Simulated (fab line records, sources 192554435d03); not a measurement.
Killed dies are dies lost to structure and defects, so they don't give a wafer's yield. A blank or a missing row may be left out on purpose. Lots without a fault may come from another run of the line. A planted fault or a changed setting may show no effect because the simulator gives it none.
Chamber matching | flow n5_finfet | N5_ZERO_LAYER_DESCUM_16 on rie_diel-02: 4 sister chambers
The step chemistry O2, time 7.9 s. 4 wafers are shown with their chamber, then 12 later ones without.

WAFERS WITH THEIR CHAMBER
wafer  | chamber | showerhead_plenum_p_Torr (Torr)
L086.1 | 1       | 2.00
L088.6 | 2       | 2.07
L089.4 | 3       | 2.18
L089.6 | 0       | 2.11

WAFERS WITHOUT THEIR CHAMBER
wafer  | showerhead_plenum_p_Torr (Torr)
L090.4 | 2.00
L090.5 | 2.18
L090.6 | 2.11
L092.2 | 2.06
L092.4 | 2.00
L092.5 | 2.00
L095.1 | 2.06
L095.3 | 1.99
L095.5 | 2.10
L096.2 | 2.17
L096.4 | 2.10
L096.6 | 2.17

WHICH CHAMBER EACH WENT THROUGH
wafer  | from the rows above | in truth
L090.4 | 1                   | 1
L090.5 | 3                   | 3
L090.6 | 0                   | 0
L092.2 | 2                   | 2
L092.4 | 1                   | 1
L092.5 | 1                   | 1
L095.1 | 2                   | 2
L095.3 | 1                   | 1
L095.5 | 0                   | 0
L096.2 | 3                   | 3
L096.4 | 0                   | 0
L096.6 | 3                   | 3
Placed correctly: 12 of 12. Can't be placed from these rows: 0. Placed wrongly: 0.
How it was worked out, from the rows above alone: a wafer's distance from a chamber is the root of the sum, over the readings, of the square of ((its reading less the chamber's mean) divided by the reading's scatter). The wafer belongs to the nearest chamber; if the next one is less than 2 further off, it can't be placed. A chamber's mean is the mean of its shown wafers. The scatter: with one shown wafer a chamber, the root of the mean of the squares of how far each hidden wafer lies from its nearest shown one.
